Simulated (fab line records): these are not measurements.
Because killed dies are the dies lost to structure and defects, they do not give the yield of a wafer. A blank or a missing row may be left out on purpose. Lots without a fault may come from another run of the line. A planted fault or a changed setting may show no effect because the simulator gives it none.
Matching of chambers ; flow n5-finfet ; N5_BEOL_M15_ETCH_61 on rie-diel-06 has 4 sister chambers
The step etches BARC in N2/H2, target depth 89 nm, overetch 26.7 nm, time 67.9 s. 4 wafers are shown with their chamber, then 7 later ones without.

WAFERS WITH THEIR CHAMBER
wafer;chamber;showerhead-plenum-p-Torr (Torr)
L077.1;2;2.52
L087.5;1;2.63
L089.2;3;2.57
L089.3;0;2.50

WAFERS MISSING THEIR CHAMBER
wafer;showerhead-plenum-p-Torr (Torr)
L089.6;2.63
L094.1;2.57
L094.2;2.50
L094.3;2.62
L094.4;2.51
L094.5;2.57
L094.6;2.51

THE CHAMBER EACH PASSED THROUGH
wafer;from the rows above;in truth
L089.6;1;1
L094.1;3;3
L094.2;0;0
L094.3;1;1
L094.4;can't be placed: 0 or 2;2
L094.5;3;3
L094.6;can't be placed: 0 or 2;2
5 of 7 placed correctly. Cannot be placed on the basis of these rows: 2; the candidates contain the true chamber in 2. Number placed wrongly: 0.
How it was worked out, from the rows above alone: a wafer's distance from a chamber is the root of the sum, over the readings, of the square of ((its reading less the chamber's mean) divided by the reading's scatter). If the next closest chamber is less than 2 further off than the closest, the wafer can't be placed; otherwise it belongs to the closest. The mean given for a chamber averages the wafers shown for that chamber. The scatter: with one shown wafer a chamber, the root of the mean of the squares of how far each hidden wafer lies from its nearest shown one.
